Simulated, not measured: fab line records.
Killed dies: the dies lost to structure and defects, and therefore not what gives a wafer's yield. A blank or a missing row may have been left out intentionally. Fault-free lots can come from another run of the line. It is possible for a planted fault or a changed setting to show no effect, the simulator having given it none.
The tool behind it: which one? | flow n5-finfet | 21 lots with 63 wafers sampled at 6 steps, on a route of 1938 steps

WHAT THE GAUGES SHOWED, per wafer
The record lacks any reading of a measuring or inspecting step that a usual standard deviation could be used to judge.

EACH LOT AND THE TOOL THAT RAN IT (in order: tool; ch and the chambers of the sampled wafers; start)
lot  | N5_FIN_SAQP_ALD_61               | N5_FIN_SAQP_HM_DEP_03          | N5_FIN_SAQP_HM_OPEN_73            | N5_FIN_SAQP_ETCH_57               | N5_FIN_SAQP_RECESS_63             | N5_FIN_CUT_ETCH_30
L074 | ald-sin-02 ch 0,1,3, day 1 21:11 | pecvd-01 ch 0,1,2, day 1 21:37 | rie-diel-05 ch 0,1, day 1 22:42   | rie-diel-06 ch 1,2,3, day 2 00:51 | vapor-etch-02 ch 0,1, day 2 01:11 | rie-diel-04 ch 0,1, day 2 03:23
L075 | ald-sin-04 ch 1,2,3, day 2 02:07 | pecvd-03 ch 1,2, day 2 02:32   | rie-diel-02 ch 2,3, day 2 03:37   | rie-diel-06 ch 0,1,3, day 2 05:47 | vapor-etch-01 ch 0,1, day 2 06:07 | rie-diel-03 ch 0,1, day 2 08:28
L076 | ald-sin-02 ch 0,3, day 2 08:36   | pecvd-03 ch 0,1, day 2 09:01   | rie-diel-06 ch 2,3, day 2 10:04   | rie-diel-05 ch 1,2,3, day 2 12:31 | vapor-etch-01 ch 0,1, day 2 12:51 | rie-diel-04 ch 1,2, day 2 15:11
L077 | ald-sin-03 ch 1,2, day 2 14:03   | pecvd-03 ch 1,2, day 2 14:34   | rie-diel-06 ch 0,1,3, day 2 15:42 | rie-diel-02 ch 1,2, day 2 18:37   | vapor-etch-01 ch 0,1, day 2 18:50 | rie-diel-01 ch 0,3, day 2 21:20
L078 | ald-sin-02 ch 0,1, day 2 20:46   | pecvd-01 ch 0,1,2, day 2 21:11 | rie-diel-06 ch 1,2, day 2 22:07   | rie-diel-06 ch 0,1,3, day 2 23:59 | vapor-etch-01 ch 0,1, day 3 00:12 | rie-diel-04 ch 0,1, day 3 02:40
L079 | ald-sin-02 ch 0,1,3, day 3 02:34 | pecvd-02 ch 0,1,2, day 3 03:00 | rie-diel-02 ch 1,2,3, day 3 03:57 | rie-diel-05 ch 0,2, day 3 05:48   | vapor-etch-01 ch 0,1, day 3 06:01 | rie-diel-04 ch 0,1,2, day 3 09:08
L080 | ald-sin-04 ch 0,1,3, day 3 09:23 | pecvd-02 ch 0,1,2, day 3 09:49 | rie-diel-02 ch 0,1,3, day 3 10:46 | rie-diel-06 ch 1,2,3, day 3 12:59 | vapor-etch-01 ch 0,1, day 3 13:12 | rie-diel-04 ch 0,1,3, day 3 16:05
L081 | ald-sin-02 ch 1,2,3, day 3 16:29 | pecvd-03 ch 0,2, day 3 16:58   | rie-diel-02 ch 2,3, day 3 18:02   | rie-diel-02 ch 0,3, day 3 20:25   | vapor-etch-02 ch 0,1, day 3 20:38 | rie-diel-04 ch 1,2, day 3 22:58
L083 | ald-sin-03 ch 1,2,3, day 4 02:46 | pecvd-03 ch 0,2, day 4 03:11   | rie-diel-02 ch 0,2,3, day 4 04:17 | rie-diel-06 ch 0,1,2, day 4 06:24 | vapor-etch-01 ch 0,1, day 4 06:45 | rie-diel-04 ch 0,1, day 4 09:31
L084 | ald-sin-03 ch 1,2,3, day 4 08:28 | pecvd-02 ch 0,2, day 4 08:53   | rie-diel-06 ch 0,3, day 4 10:02   | rie-diel-02 ch 0,3, day 4 12:11   | vapor-etch-01 ch 0,1, day 4 12:32 | rie-diel-01 ch 0,2,3, day 4 15:25
L085 | ald-sin-03 ch 1,2,3, day 4 14:04 | pecvd-01 ch 0,1,2, day 4 14:29 | rie-diel-05 ch 0,1,3, day 4 15:34 | rie-diel-05 ch 1,2, day 4 19:09   | vapor-etch-02 ch 0,1, day 4 19:22 | rie-diel-04 ch 0,2,3, day 4 21:49
L086 | ald-sin-02 ch 1,2, day 4 20:46   | pecvd-02 ch 1,2, day 4 21:19   | rie-diel-06 ch 1,3, day 4 22:26   | rie-diel-05 ch 0,1,2, day 5 01:07 | vapor-etch-01 ch 1, day 5 01:36   | rie-diel-04 ch 0,2,3, day 5 05:23
L087 | ald-sin-02 ch 1,2, day 5 03:25   | pecvd-01 ch 0,2, day 5 03:50   | rie-diel-05 ch 0,2,3, day 5 04:55 | rie-diel-06 ch 2,3, day 5 07:25   | vapor-etch-01 ch 0,1, day 5 07:46 | rie-diel-03 ch 1,3, day 5 10:28
L088 | ald-sin-02 ch 0,1, day 5 07:58   | pecvd-02 ch 1,2, day 5 08:23   | rie-diel-02 ch 0,1,2, day 5 09:29 | rie-diel-02 ch 1,2, day 5 11:20   | vapor-etch-01 ch 0, day 5 11:34   | rie-diel-03 ch 0,1,3, day 5 15:35
L090 | ald-sin-02 ch 0,3, day 5 20:46   | pecvd-01 ch 1,2, day 5 21:10   | rie-diel-02 ch 0,1,3, day 5 22:07 | rie-diel-02 ch 0,1, day 6 00:04   | vapor-etch-01 ch 0,1, day 6 00:17 | rie-diel-04 ch 0,1, day 6 03:08
L091 | ald-sin-03 ch 1,2, day 6 02:46   | pecvd-01 ch 1,2, day 6 03:11   | rie-diel-05 ch 1,3, day 6 04:17   | rie-diel-05 ch 1,3, day 6 06:09   | vapor-etch-01 ch 0,1, day 6 06:22 | rie-diel-04 ch 0,1, day 6 09:14
L092 | ald-sin-02 ch 0,2,3, day 6 09:20 | pecvd-01 ch 0,1, day 6 09:51   | rie-diel-05 ch 0,1,2, day 6 10:58 | rie-diel-05 ch 0,2,3, day 6 12:53 | vapor-etch-02 ch 0,1, day 6 13:07 | rie-diel-04 ch 0,2, day 6 16:46
L093 | ald-sin-03 ch 0,1, day 6 15:56   | pecvd-03 ch 1,2, day 6 16:23   | rie-diel-05 ch 0,1, day 6 17:39   | rie-diel-02 ch 0,2,3, day 6 19:33 | vapor-etch-01 ch 0,1, day 6 19:47 | rie-diel-01 ch 0,2,3, day 6 22:17
L095 | ald-sin-02 ch 0,1,2, day 7 02:20 | pecvd-01 ch 1,2, day 7 02:45   | rie-diel-02 ch 1,2,3, day 7 04:18 | rie-diel-02 ch 0,3, day 7 06:10   | vapor-etch-02 ch 0,1, day 7 06:23 | rie-diel-01 ch 0,3, day 7 09:02
L096 | ald-sin-02 ch 0,2,3, day 7 09:18 | pecvd-02 ch 0,1, day 7 09:44   | rie-diel-05 ch 2,3, day 7 11:15   | rie-diel-05 ch 1,2, day 7 13:10   | vapor-etch-01 ch 0, day 7 13:23   | rie-diel-04 ch 0,3, day 7 16:29
L097 | ald-sin-02 ch 0,1,2, day 7 14:57 | pecvd-03 ch 0,1,2, day 7 15:22 | rie-diel-05 ch 0,1,2, day 7 16:19 | rie-diel-05 ch 0,1,2, day 7 18:22 | vapor-etch-01 ch 0,1, day 7 18:35 | rie-diel-04 ch 0,2,3, day 7 21:17
- N5_FIN_SAQP_ALD_61: deposits SiO2, target thk 4 nm, pulse time 1 s, purge time 2 s.
- N5_FIN_SAQP_HM_DEP_03: deposits SiNx from SiH4/NH3/N2, target thk 38 nm, time 33.6 s.
- N5_FIN_SAQP_HM_OPEN_73: chemistry CHF3/O2, target SiO2, stops on a-Si, target depth 12 nm, time 16.8 s.
- N5_FIN_SAQP_ETCH_57: etches SiNx in CH3F/O2, target depth 32.5 nm, time 46.4 s.
- N5_FIN_SAQP_RECESS_63: chemistry HF/NH3, target SiO2, target depth 18 nm, afs cycles 3, sublimation time 60 s.
- N5_FIN_CUT_ETCH_30: etches underlayer in N2/H2, target depth 13 nm, time 10.4 s.

WHAT THE TOOLS THEMSELVES READ (means of the sampled wafers that have a number; where no wafer has one, the mark that the record gives instead)
N5_FIN_SAQP_ALD_61. Usual: heater-power-w 449 W, standard deviation 38; precursor-pulse-height-rel 1.001, standard deviation 0.02.
lot  | tool       | heater-power-w (W) | precursor-pulse-height-rel | flag
L074 | ald-sin-02 | 440                | 0.994                      |
L075 | ald-sin-04 | 490                | 0.997                      |
L076 | ald-sin-02 | 431                | 0.999                      |
L077 | ald-sin-03 | 385                | 0.984                      |
L078 | ald-sin-02 | 441                | 1.004                      |
L079 | ald-sin-02 | 440                | 1.009                      |
L080 | ald-sin-04 | 467                | 1.022                      |
L081 | ald-sin-02 | 465                | 1.024                      |
L083 | ald-sin-03 | 420                | 0.997                      |
L084 | ald-sin-03 | 415                | 1.008                      |
L085 | ald-sin-03 | 428                | 1.000                      |
L086 | ald-sin-02 | 465                | 0.998                      |
L087 | ald-sin-02 | 460                | 0.987                      |
L088 | ald-sin-02 | 438                | 1.001                      |
L090 | ald-sin-02 | 439                | 0.996                      |
L091 | ald-sin-03 | 394                | 1.010                      |
L092 | ald-sin-02 | 463                | 1.014                      |
L093 | ald-sin-03 | 427                | 1.006                      |
L095 | ald-sin-02 | 457                | 1.014                      |
L096 | ald-sin-02 | 468                | 0.995                      |
L097 | ald-sin-02 | 460                | 1.007                      |

N5_FIN_SAQP_HM_DEP_03. Usual: heater-power-w 764 W, standard deviation 79; showerhead-plenum-p-Torr 5.11 Torr, standard deviation 0.04; throttle-valve-pct 40 %, standard deviation 3.4.
lot  | tool     | heater-power-w (W) | showerhead-plenum-p-Torr (Torr) | throttle-valve-pct (%) | flag
L074 | pecvd-01 | 809                | 5.11                            | 40                     |
L075 | pecvd-03 | 822                | 5.09                            | 38                     |
L076 | pecvd-03 | 842                | 5.11                            | 38                     |
L077 | pecvd-03 | 690                | 5.11                            | 39                     |
L078 | pecvd-01 | 748                | 5.11                            | 40                     |
L079 | pecvd-02 | 764                | 5.10                            | 39                     |
L080 | pecvd-02 | 752                | 5.10                            | 39                     |
L081 | pecvd-03 | 679                | 5.13                            | 40                     |
L083 | pecvd-03 | 755                | 5.12                            | 39                     |
L084 | pecvd-02 | 707                | 5.08                            | 37                     |
L085 | pecvd-01 | 782                | 5.11                            | 40                     |
L086 | pecvd-02 | 766                | 5.12                            | 40                     |
L087 | pecvd-01 | 767                | 5.11                            | 36                     |
L088 | pecvd-02 | 670                | 5.12                            | 40                     |
L090 | pecvd-01 | 777                | 5.15                            | 40                     |
L091 | pecvd-01 | 824                | 5.16                            | 40                     |
L092 | pecvd-01 | 788                | 5.07                            | 39                     |
L093 | pecvd-03 | 731                | 5.08                            | 38                     |
L095 | pecvd-01 | 804                | 5.11                            | 43                     |
L096 | pecvd-02 | 744                | 5.10                            | 40                     |
L097 | pecvd-03 | 739                | 5.11                            | 39                     |

N5_FIN_SAQP_HM_OPEN_73. Usual: O2_flow_sccm 5.001 sccm, standard deviation 0.016; drypump-motor-current-A 5.7 A, standard deviation 0.49; oes_ar_750_au 0.80 a.u., standard deviation 0.062; oes-product-au 0.48 a.u., standard deviation 0.037; rf-vpp-V 520 V, standard deviation 12; showerhead-plenum-p-Torr 2.46 Torr, standard deviation 0.045; throttle-valve-pct 18.87 %, standard deviation 0.24.
lot  | tool        | O2_flow_sccm (sccm) | drypump-motor-current-A (A) | oes_ar_750_au (a.u.) | oes-product-au (a.u.) | rf-vpp-V (V) | showerhead-plenum-p-Torr (Torr) | throttle-valve-pct (%) | flag
L074 | rie-diel-05 | 4.995               | 6.0                         | 0.89                 | 0.53                  | 535          | 2.47                            | 18.95                  |
L075 | rie-diel-02 | 5.018               | 5.6                         | 0.81                 | 0.48                  | 503          | 2.44                            | 19.11                  |
L076 | rie-diel-06 | 4.996               | 5.6                         | 0.86                 | 0.51                  | 516          | 2.46                            | 18.75                  |
L077 | rie-diel-06 | 4.989               | 5.9                         | 0.79                 | 0.47                  | 520          | 2.46                            | 18.95                  |
L078 | rie-diel-06 | 5.015               | 5.6                         | 0.76                 | 0.46                  | 516          | 2.48                            | 18.78                  |
L079 | rie-diel-02 | 5.002               | 5.8                         | 0.77                 | 0.46                  | 510          | 2.42                            | 19.00                  |
L080 | rie-diel-02 | 4.996               | 6.2                         | 0.83                 | 0.49                  | 512          | 2.46                            | 18.81                  |
L081 | rie-diel-02 | 5.018               | 5.4                         | 0.77                 | 0.46                  | 507          | 2.43                            | 19.22                  |
L083 | rie-diel-02 | 5.017               | 5.8                         | 0.82                 | 0.49                  | 511          | 2.47                            | 19.03                  |
L084 | rie-diel-06 | 5.011               | 6.2                         | 0.78                 | 0.47                  | 515          | 2.42                            | 19.07                  |
L085 | rie-diel-05 | 4.995               | 5.7                         | 0.85                 | 0.51                  | 528          | 2.48                            | 18.84                  |
L086 | rie-diel-06 | 5.021               | 5.7                         | 0.77                 | 0.46                  | 523          | 2.48                            | 18.90                  |
L087 | rie-diel-05 | 4.998               | 5.3                         | 0.81                 | 0.48                  | 527          | 2.49                            | 18.70                  |
L088 | rie-diel-02 | 5.011               | 6.0                         | 0.79                 | 0.47                  | 516          | 2.45                            | 18.92                  |
L090 | rie-diel-02 | 5.006               | 6.2                         | 0.80                 | 0.47                  | 511          | 2.45                            | 18.84                  |
L091 | rie-diel-05 | 4.983               | 5.9                         | 0.86                 | 0.51                  | 528          | 2.48                            | 18.80                  |
L092 | rie-diel-05 | 4.999               | 5.5                         | 0.80                 | 0.48                  | 535          | 2.46                            | 18.87                  |
L093 | rie-diel-05 | 5.010               | 5.7                         | 0.82                 | 0.48                  | 533          | 2.44                            | 19.06                  |
L095 | rie-diel-02 | 5.002               | 5.8                         | 0.74                 | 0.44                  | 509          | 2.41                            | 19.06                  |
L096 | rie-diel-05 | 5.006               | 5.3                         | 0.80                 | 0.48                  | 523          | 2.51                            | 18.54                  |
L097 | rie-diel-05 | 4.993               | 5.5                         | 0.79                 | 0.47                  | 534          | 2.46                            | 18.88                  |

N5_FIN_SAQP_ETCH_57. Usual: O2_flow_sccm 19.99 sccm, standard deviation 0.064; drypump-motor-current-A 5.7 A, standard deviation 0.49; etch-rf-on-time-s 46.1 s, standard deviation 1; oes_ar_750_au 0.81 a.u., standard deviation 0.061; oes-product-au 0.68 a.u., standard deviation 0.054; rf-vpp-V 295 V, standard deviation 6.5; showerhead-plenum-p-Torr 2.04 Torr, standard deviation 0.038; throttle-valve-pct 16.36 %, standard deviation 0.23.
lot  | tool        | O2_flow_sccm (sccm) | drypump-motor-current-A (A) | etch-rf-on-time-s (s) | oes_ar_750_au (a.u.) | oes-product-au (a.u.) | rf-vpp-V (V) | showerhead-plenum-p-Torr (Torr) | throttle-valve-pct (%) | flag
L074 | rie-diel-06 | 19.95               | 5.6                         | 45.0                  | 0.83                 | 0.71                  | 295          | 2.05                            | 16.30                  |
L075 | rie-diel-06 | 20.01               | 5.9                         | 46.3                  | 0.80                 | 0.67                  | 295          | 2.04                            | 16.44                  |
L076 | rie-diel-05 | 20.02               | 5.5                         | 46.7                  | 0.85                 | 0.73                  | 300          | 2.08                            | 16.12                  |
L077 | rie-diel-02 | 20.00               | 5.9                         | 46.8                  | 0.75                 | 0.63                  | 293          | 2.00                            | 16.36                  |
L078 | rie-diel-06 | 20.04               | 5.9                         | 44.8                  | 0.79                 | 0.67                  | 294          | 2.04                            | 16.45                  |
L079 | rie-diel-05 | 19.97               | 5.3                         | 43.7                  | 0.80                 | 0.69                  | 302          | 2.05                            | 16.37                  |
L080 | rie-diel-06 | 20.03               | 5.6                         | 45.3                  | 0.81                 | 0.69                  | 295          | 2.05                            | 16.32                  |
L081 | rie-diel-02 | 20.05               | 6.1                         | 45.7                  | 0.85                 | 0.71                  | 288          | 2.05                            | 16.44                  |
L083 | rie-diel-06 | 20.01               | 5.9                         | 47.1                  | 0.77                 | 0.64                  | 290          | 2.03                            | 16.39                  |
L084 | rie-diel-02 | 19.97               | 6.3                         | 46.6                  | 0.87                 | 0.74                  | 291          | 2.08                            | 16.33                  |
L085 | rie-diel-05 | 19.96               | 5.8                         | 45.7                  | 0.84                 | 0.71                  | 304          | 2.05                            | 16.28                  |
L086 | rie-diel-05 | 19.95               | 5.5                         | 45.4                  | 0.81                 | 0.70                  | 304          | 2.05                            | 16.34                  |
L087 | rie-diel-06 | 20.01               | 5.6                         | 46.1                  | 0.83                 | 0.71                  | 293          | 2.03                            | 16.30                  |
L088 | rie-diel-02 | 19.99               | 5.5                         | 45.5                  | 0.73                 | 0.62                  | 291          | 2.00                            | 16.60                  |
L090 | rie-diel-02 | 20.02               | 6.4                         | 46.3                  | 0.83                 | 0.70                  | 295          | 2.07                            | 16.23                  |
L091 | rie-diel-05 | 19.99               | 6.0                         | 45.7                  | 0.85                 | 0.73                  | 301          | 2.06                            | 16.30                  |
L092 | rie-diel-05 | 20.04               | 5.3                         | 46.0                  | 0.80                 | 0.69                  | 299          | 2.07                            | 16.25                  |
L093 | rie-diel-02 | 20.01               | 5.8                         | 46.8                  | 0.80                 | 0.67                  | 289          | 2.04                            | 16.57                  |
L095 | rie-diel-02 | 19.96               | 6.3                         | 46.4                  | 0.84                 | 0.72                  | 291          | 2.08                            | 16.38                  |
L096 | rie-diel-05 | 20.02               | 5.8                         | 46.5                  | 0.81                 | 0.69                  | 305          | 2.05                            | 16.32                  |
L097 | rie-diel-05 | 19.97               | 5.5                         | 46.2                  | 0.79                 | 0.68                  | 303          | 2.04                            | 16.38                  |

N5_FIN_SAQP_RECESS_63. Usual: drypump-motor-current-A 5.7 A, standard deviation 0.53; temp-c 30.02 C, standard deviation 0.1.
lot  | tool          | drypump-motor-current-A (A) | temp-c (C) | flag
L074 | vapor-etch-02 | 6.0                         | 29.91      |
L075 | vapor-etch-01 | 5.3                         | 30.02      |
L076 | vapor-etch-01 | 5.6                         | 29.98      |
L077 | vapor-etch-01 | 5.3                         | 29.91      |
L078 | vapor-etch-01 | 5.3                         | 30.04      |
L079 | vapor-etch-01 | 5.6                         | 30.08      |
L080 | vapor-etch-01 | 5.7                         | 29.99      |
L081 | vapor-etch-02 | 6.0                         | 30.05      |
L083 | vapor-etch-01 | 5.6                         | 30.07      |
L084 | vapor-etch-01 | 5.6                         | 30.05      |
L085 | vapor-etch-02 | 6.2                         | 29.98      |
L086 | vapor-etch-01 | 5.0                         | 29.98      |
L087 | vapor-etch-01 | 5.6                         | 30.00      |
L088 | vapor-etch-01 | 5.9                         | 29.87      |
L090 | vapor-etch-01 | 5.3                         | 30.05      |
L091 | vapor-etch-01 | 5.6                         | 29.99      |
L092 | vapor-etch-02 | 6.3                         | 30.10      |
L093 | vapor-etch-01 | 5.6                         | 29.95      |
L095 | vapor-etch-02 | 6.0                         | 29.99      |
L096 | vapor-etch-01 | 5.9                         | 30.05      |
L097 | vapor-etch-01 | 5.6                         | 30.08      |

N5_FIN_CUT_ETCH_30. Usual: drypump-motor-current-A 5.6 A, standard deviation 0.48; etch-rf-on-time-s 10.37 s, standard deviation 0.19; oes-product-au 0.63 a.u., standard deviation 0.039; rf-vpp-V 523.8 V, standard deviation 2.5; showerhead-plenum-p-Torr 2.54 Torr, standard deviation 0.083; throttle-valve-pct 17.93 %, standard deviation 0.27.
lot  | tool        | drypump-motor-current-A (A) | etch-rf-on-time-s (s) | oes-product-au (a.u.) | rf-vpp-V (V) | showerhead-plenum-p-Torr (Torr) | throttle-valve-pct (%) | flag
L074 | rie-diel-04 | 5.6                         | 10.32                 | 0.62                  | 522.6        | 2.49                            | 18.02                  |
L075 | rie-diel-03 | 5.7                         | 10.51                 | 0.66                  | 525.9        | 2.64                            | 18.03                  |
L076 | rie-diel-04 | 6.0                         | 10.17                 | 0.63                  | 524.6        | 2.57                            | 17.79                  |
L077 | rie-diel-01 | 5.6                         | 10.64                 | 0.63                  | 522.3        | 2.50                            | 17.90                  |
L078 | rie-diel-04 | 5.6                         | 10.13                 | 0.62                  | 522.6        | 2.49                            | 18.04                  |
L079 | rie-diel-04 | 5.5                         | 10.29                 | 0.63                  | 523.9        | 2.54                            | 17.86                  |
L080 | rie-diel-04 | 5.6                         | 10.18                 | 0.62                  | 523.6        | 2.49                            | 18.11                  |
L081 | rie-diel-04 | 6.0                         | 10.41                 | 0.61                  | 523.5        | 2.56                            | 17.81                  |
L083 | rie-diel-04 | 5.6                         | 10.27                 | 0.61                  | 522.1        | 2.49                            | 18.03                  |
L084 | rie-diel-01 | 5.8                         | 10.57                 | 0.62                  | 523.6        | 2.53                            | 18.00                  |
L085 | rie-diel-04 | 5.5                         | 10.44                 | 0.62                  | 523.6        | 2.53                            | 17.93                  |
L086 | rie-diel-04 | 5.4                         | 10.37                 | 0.62                  | 523.8        | 2.53                            | 17.94                  |
L087 | rie-diel-03 | 5.6                         | 10.29                 | 0.65                  | 525.8        | 2.57                            | 17.92                  |
L088 | rie-diel-03 | 5.6                         | 10.43                 | 0.65                  | 525.0        | 2.62                            | 17.98                  |
L090 | rie-diel-04 | 5.6                         | 10.17                 | 0.60                  | 522.6        | 2.48                            | 18.07                  |
L091 | rie-diel-04 | 5.2                         | 10.29                 | 0.60                  | 521.7        | 2.45                            | 18.12                  |
L092 | rie-diel-04 | 5.1                         | 10.35                 | 0.61                  | 522.7        | 2.50                            | 17.97                  |
L093 | rie-diel-01 | 5.8                         | 10.66                 | 0.62                  | 523.3        | 2.53                            | 18.01                  |
L095 | rie-diel-01 | 5.5                         | 10.55                 | 0.61                  | 524.3        | 2.55                            | 18.07                  |
L096 | rie-diel-04 | 5.1                         | 10.17                 | 0.61                  | 520.1        | 2.45                            | 18.21                  |
L097 | rie-diel-04 | 5.5                         | 10.24                 | 0.62                  | 522.9        | 2.52                            | 17.99                  |

THE ANSWER, worked out from the rows above alone
Rule: lot off if the mean of its wafers having a number is beyond 3 standard deviations from the usual mean. A lot without any number at a reading at which 4 lots or more have one is off too. Where the step has rows for the other lots, those lots are counted as sound. After the gauges, taken in route order, come the tools' own readings; for these a lot's mean is taken, as printed above. The first step at which some lot is off is used, and at that step the reading that is off furthest; a lot without a number counts as furthest.
Nothing can be told from this: no lot is off at any reading shown.

WHAT WAS PUT IN BY THE SIMULATOR
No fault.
